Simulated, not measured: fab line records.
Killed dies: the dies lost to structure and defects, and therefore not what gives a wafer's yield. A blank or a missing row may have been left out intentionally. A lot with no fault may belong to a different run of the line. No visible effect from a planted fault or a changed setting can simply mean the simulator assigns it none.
The tool behind it: which one? + flow n5_finfet + 22 lots (66 wafers sampled), 1 step of a 1938-step route

== WHAT EACH GAUGE READ, for each wafer ==
N5_BEOL_M7_OVL_MEAS_29. Usual: V6_OVL typically reads 0.0 nm, with standard deviation 0.71.
| lot  | measured     | on         | V6_OVL (nm)    | flag |
|------|--------------|------------|----------------|------|
| L074 | day 10 18:53 | overlay-01 | 0.8 1.0 1.4    |      |
| L076 | day 11 09:30 | overlay-02 | -1.0 -1.1 -0.8 |      |
| L075 | day 12 03:47 | overlay-02 | 0.5 -1.1 -0.3  |      |
| L078 | day 12 07:13 | overlay-01 | 1.0 0.0 -0.5   |      |
| L079 | day 12 11:35 | overlay-01 | 0.0 -0.5 -0.8  |      |
| L080 | day 13 02:07 | overlay-02 | 0.8 1.0 0.5    |      |
| L081 | day 13 09:40 | overlay-02 | -0.3 0.3 -1.7  |      |
| L082 | day 13 14:55 | overlay-02 | 0.1 -0.1 -0.9  |      |
| L084 | day 13 14:57 | overlay-02 | 0.1 -0.1 0.1   |      |
| L083 | day 13 18:45 | overlay-01 | 1.0 1.4 0.3    |      |
| L085 | day 14 02:40 | overlay-01 | -0.8 0.3 -1.1  |      |
| L087 | day 14 02:56 | overlay-01 | -0.1 0.7 0.0   |      |
| L086 | day 14 22:02 | overlay-02 | 0.2 0.6 -0.3   |      |
| L090 | day 15 01:01 | overlay-02 | -0.2 0.3 0.0   |      |
| L089 | day 15 01:11 | overlay-02 | -0.8 -0.5 -1.2 |      |
| L092 | day 16 00:11 | overlay-01 | -0.2 0.1 0.1   |      |
| L091 | day 16 00:50 | overlay-01 | 0.3 -0.3 -0.3  |      |
| L093 | day 16 08:42 | overlay-01 | -1.7 -1.0 -0.3 |      |
| L094 | day 16 10:50 | overlay-02 | 0.7 0.1 0.2    |      |
| L095 | day 16 11:07 | overlay-01 | 0.5 0.7 -0.3   |      |
| L096 | day 16 14:11 | overlay-02 | 0.0 0.0 -0.7   |      |
| L097 | day 16 22:24 | overlay-01 | -0.2 0.7 -0.3  |      |

== WHAT TOOL EACH LOT RAN ON (gives the tool, then ch and the chambers of the sampled wafers, and finally the start) ==
There is no process step in the record ahead of these readings.

== AS READ BY THE TOOLS THEMSELVES (means over the sampled wafers that have a number; for cases with no such wafer, the mark the record gives instead) ==
The record holds no such reading with a usual standard deviation.

== THE ANSWER, worked out from the rows above alone ==
Rule: a lot counts as off when the mean over its wafers that have a number is more than 3 standard deviations away from the usual mean. Also off: a lot with no number at a reading for which 4 or more lots have one. Where the step has rows for the other lots, those lots are counted as sound. First the gauges in route order, then the tools' own readings, where a lot's mean is used as printed above. At the first step where some lot is off, the reading lying furthest off is the one used; lots without a number count as furthest.
Nothing can be told from this: no lot is off at any reading shown.

== WHAT THE SIMULATOR PUT IN ==
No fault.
